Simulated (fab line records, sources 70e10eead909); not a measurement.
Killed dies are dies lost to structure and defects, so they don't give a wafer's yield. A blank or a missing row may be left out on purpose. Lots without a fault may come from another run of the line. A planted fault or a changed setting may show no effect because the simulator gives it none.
Which tool did it? | flow nand_harc | 12 lots, 34 wafers sampled, at 6 steps of a route of 1302

WHAT THE GAUGES READ, wafer by wafer
NHARC_P_M2_CD_MEAS_09: target cd 170 nm.
lot  | measured     | on        | cd_nm (nm)
L416 | day 6 10:10  | cd_sem-03 | 169.3 170.4 169.4
L418 | day 7 03:14  | cd_sem-03 | 171.0 171.2 172.3
L419 | day 7 13:57  | cd_sem-02 | 169.4 169.7 169.4
L420 | day 8 04:47  | cd_sem-02 | 171.1 171.1 171.6
L421 | day 8 10:01  | cd_sem-02 | 171.6 170.1 170.9
L422 | day 8 21:25  | cd_sem-03 | 169.3 170.2 169.2
L423 | day 9 05:21  | cd_sem-02 | 169.1 169.7 170.2
L426 | day 10 17:44 | cd_sem-01 | 190.2
L432 | day 13 03:05 | cd_sem-03 | 168.4 168.0 168.6
L433 | day 13 08:08 | cd_sem-02 | 169.8 169.3 169.7
L437 | day 15 03:17 | cd_sem-01 | 169.6 168.3 169.3
L438 | day 15 12:46 | cd_sem-01 | 170.4 170.0 170.7

NHARC_P_M2_INSPECT_11.
lot  | measured     | on                | raw_defect_count
L416 | day 6 10:17  | defect_inspect-02 | 8 7 12
L418 | day 7 03:22  | defect_inspect-02 | 1 4 2
L419 | day 7 14:05  | defect_inspect-01 | 4 4 3
L420 | day 8 04:54  | defect_inspect-02 | 3 4 3
L421 | day 8 10:09  | defect_inspect-01 | 7 11 2
L422 | day 8 21:33  | defect_inspect-02 | 4 6 4
L423 | day 9 05:28  | defect_inspect-01 | 3 5 5
L426 | day 10 17:50 | defect_inspect-01 | 1
L432 | day 13 03:13 | defect_inspect-01 | 10 9 5
L433 | day 13 08:16 | defect_inspect-01 | 1 3 2
L437 | day 15 03:25 | defect_inspect-01 | 2 6 5
L438 | day 15 12:54 | defect_inspect-01 | 15 6 5

NHARC_END_SORT_01.
lot  | measured     | on        | defect_limited_yield (%) | killed_at_array | killed_at_other | killed_at_periphery | killed_dies | killed_open | killed_short
L420 | day 25 17:46 | prober-01 | 91.9 94.2 92.5           | 52 39 49        | 0 0 1           | 3 0 1               | 55 39 51    | 1 0 3       | 4 1 5
L421 | day 26 15:25 | prober-02 | 88.3 90.5 89.5           | 72 56 63        | 0 1 2           | 7 7 6               | 79 64 71    | 2 9 9       | 3 1 5
L422 | day 27 21:47 | prober-02 | 92.3 90.5 90.5           | 51 62 64        | 0 0 0           | 1 2 0               | 52 64 64    | 2 4 2       | 4 3 4
L433 | day 30 22:01 | prober-01 | 94.7 94.4 95.6           | 32 29 23        | 2 5 2           | 2 4 5               | 36 38 30    | 3 7 7       | 3 1 5

WHICH TOOL RAN EACH LOT (tool, then ch and the chambers of the sampled wafers, then the start)
lot  | NHARC_P_M1_DESCUM_14               | NHARC_P_M1_ETCH_28                            | NHARC_P_M2_EXPOSE_06
L416 | rie_diel-06 ch 1,3, day 6 06:04    | rie_diel-07 ch 1,3, day 6 10:01 or earlier    | arfi_scanner-01 ch 0, day 6 10:01
L418 | rie_diel-11 ch 1,2,3, day 6 23:18  | rie_diel-06 ch 1,2, day 7 03:06 or earlier    | arfi_scanner-01 ch 0, day 7 03:06
L419 | rie_diel-11 ch 1,2, day 7 09:51    | rie_diel-07 ch 1,2,3, day 7 13:49 or earlier  | arfi_scanner-02 ch 0, day 7 13:49
L420 | rie_diel-11 ch 1,2,3, day 8 00:53  | rie_diel-11 ch 1,2,3, day 8 04:38 or earlier  | arfi_scanner-02 ch 0, day 8 04:38
L421 | rie_diel-11 ch 1,2,3, day 8 06:05  | rie_diel-07 ch 1,2,3, day 8 09:53 or earlier  | arfi_scanner-01 ch 0, day 8 09:53
L422 | rie_diel-07 ch 0,1,3, day 8 17:26  | rie_diel-11 ch 0,3, day 8 21:17 or earlier    | arfi_scanner-02 ch 0, day 8 21:17
L423 | rie_diel-06 ch 1,2,3, day 9 01:15  | rie_diel-07 ch 0,3, day 9 05:13 or earlier    | arfi_scanner-01 ch 0, day 9 05:13
L426 | rie_diel-11 ch 0, day 10 13:47     | rie_diel-11 ch 1, day 10 17:36 or earlier     | arfi_scanner-01 ch 0, day 10 17:36
L432 | rie_diel-11 ch 0,1,2, day 12 23:08 | rie_diel-07 ch 0,2, day 13 02:57 or earlier   | arfi_scanner-03 ch 0, day 13 02:57
L433 | rie_diel-11 ch 0,1,2, day 13 04:17 | rie_diel-07 ch 0,1,2, day 13 07:59 or earlier | arfi_scanner-03 ch 0, day 13 07:59
L437 | rie_diel-07 ch 1,3, day 14 23:10   | rie_diel-11 ch 0,3, day 15 03:08 or earlier   | arfi_scanner-03 ch 0, day 15 03:08
L438 | rie_diel-07 ch 0,1,3, day 15 08:56 | rie_diel-06 ch 0,2,3, day 15 12:38 or earlier | arfi_scanner-03 ch 0, day 15 12:38
- NHARC_P_M1_DESCUM_14: chemistry O2, time 3 s.
- NHARC_P_M1_ETCH_28: etches the open film in CF4/N2, target depth 30 nm, time 72.99 s.
- NHARC_P_M2_EXPOSE_06: exposes mask P M2, target cd 170 nm.

WHAT THE TOOLS THEMSELVES READ (means of the sampled wafers that have a number; where no wafer has one, the mark that the record gives instead)
NHARC_P_M1_DESCUM_14.
lot  | tool        | drypump_motor_current_A (A) | oes_product_au (a.u.) | rf_vpp_V (V) | showerhead_plenum_p_Torr (Torr) | throttle_valve_pct (%)
L416 | rie_diel-06 | 6.0                         | 0.995                 | 57.6         | 1.87                            | 11.315
L418 | rie_diel-11 | 6.2                         | 1.003                 | 58.4         | 1.99                            | 11.311
L419 | rie_diel-11 | 6.3                         | 1.001                 | 58.8         | 2.00                            | 11.308
L420 | rie_diel-11 | 6.2                         | 0.997                 | 58.3         | 1.99                            | 11.307
L421 | rie_diel-11 | 6.2                         | 0.994                 | 58.2         | 1.99                            | 11.314
L422 | rie_diel-07 | 6.0                         | 1.016                 | 57.8         | 1.87                            | 11.310
L423 | rie_diel-06 | 6.1                         | 0.998                 | 57.0         | 1.83                            | 11.302
L426 | rie_diel-11 | 5.8                         | 0.991                 | 56.3         | 1.88                            | 11.299
L432 | rie_diel-11 | 6.1                         | 1.002                 | 57.7         | 1.95                            | 11.315
L433 | rie_diel-11 | 6.1                         | 1.007                 | 58.4         | 1.95                            | 11.311
L437 | rie_diel-07 | 5.6                         | 0.991                 | 58.5         | 1.87                            | 11.317
L438 | rie_diel-07 | 6.0                         | 1.003                 | 57.6         | 1.86                            | 11.307

NHARC_P_M1_ETCH_28.
lot  | tool        | cf4_flow_sccm (sccm) | drypump_motor_current_A (A) | n2_flow_sccm (sccm) | oes_product_au (a.u.) | rf_vpp_V (V) | showerhead_plenum_p_Torr (Torr) | throttle_valve_pct (%)
L416 | rie_diel-07 | 50.07                | 5.6                         | 100.18              | 1.019                 | 314.0        | 2.58                            | 19.797
L418 | rie_diel-06 | 50.00                | 6.1                         | 100.22              | 1.005                 | 311.4        | 2.48                            | 19.790
L419 | rie_diel-07 | 50.09                | 5.6                         | 100.06              | 1.006                 | 313.7        | 2.57                            | 19.804
L420 | rie_diel-11 | 50.09                | 6.2                         | 100.00              | 1.000                 | 316.4        | 2.73                            | 19.788
L421 | rie_diel-07 | 49.92                | 5.6                         | 100.12              | 1.007                 | 313.8        | 2.57                            | 19.793
L422 | rie_diel-11 | 49.94                | 5.9                         | 99.99               | 0.992                 | 314.4        | 2.64                            | 19.796
L423 | rie_diel-07 | 50.23                | 6.5                         | 100.21              | 1.010                 | 312.6        | 2.56                            | 19.787
L426 | rie_diel-11 | 49.95                | 6.5                         | 99.96               | 1.007                 | 317.3        | 2.76                            | 19.806
L432 | rie_diel-07 | 50.08                | 5.7                         | 100.00              | 0.996                 | 312.0        | 2.51                            | 19.799
L433 | rie_diel-07 | 50.16                | 5.7                         | 100.12              | 1.008                 | 312.8        | 2.52                            | 19.791
L437 | rie_diel-11 | 50.15                | 5.9                         | 100.07              | 1.009                 | 314.6        | 2.63                            | 19.792
L438 | rie_diel-06 | 50.06                | 6.2                         | 99.78               | 1.007                 | 314.7        | 2.65                            | 19.802

NHARC_P_M2_EXPOSE_06.
lot  | tool            | reticle_temp_C (C)
L416 | arfi_scanner-01 | 22.94
L418 | arfi_scanner-01 | 22.86
L419 | arfi_scanner-02 | 22.87
L420 | arfi_scanner-02 | 23.01
L421 | arfi_scanner-01 | 22.87
L422 | arfi_scanner-02 | 22.90
L423 | arfi_scanner-01 | 23.06
L426 | arfi_scanner-01 | 23.06
L432 | arfi_scanner-03 | 23.11
L433 | arfi_scanner-03 | 22.99
L437 | arfi_scanner-03 | 22.99
L438 | arfi_scanner-03 | 23.04

THE ANSWER, worked out from the rows above alone
Rule: what is usual is taken from the lots themselves. Put in order of their means at a reading, lots are off if they are a third of the lots or fewer, leave a main group of 4 or more, and stand apart from it by a gap of 3 or more times the standard deviation of the main group's means; of several such gaps the widest counts. A main group whose means are all the same, to the digits that the tables above print for the reading, isn't used. A lot without any number at a reading at which 4 lots or more have one is off too. The other lots that the step has rows for count as sound. The gauges are gone through in route order, then the tools' own readings, and for those a lot's mean is taken as printed above. The first step at which some lot is off is used, and at that step the reading that is off furthest; a lot without a number counts as furthest.
Off: L426, at NHARC_P_M2_CD_MEAS_09 (cd_nm). The main group: mean 169.9 nm, standard deviation 0.91.
A tool fits if, at a process step before that reading, it ran every lot that is off, and no sound lot after the first of them. The gauges at NHARC_P_M2_CD_MEAS_09 are tried like those tools. NHARC_P_M1_ETCH_28 gives no start for some lots, so the hours and the order of its lots are those of NHARC_P_M2_EXPOSE_06. One fits: arfi_scanner-01 at NHARC_P_M2_EXPOSE_06. Its last sound lot is L423 (day 9 05:13), its first lot that is off L426 (day 10 17:36): a fault that began between those two fits.

WHAT THE SIMULATOR HAD PUT IN
Process parameter drift: arfi_scanner-01, from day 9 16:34 on, at NHARC_P_M2_EXPOSE_06. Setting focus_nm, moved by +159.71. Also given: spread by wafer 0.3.
Lots struck among those shown: L426. The rule above found the same.
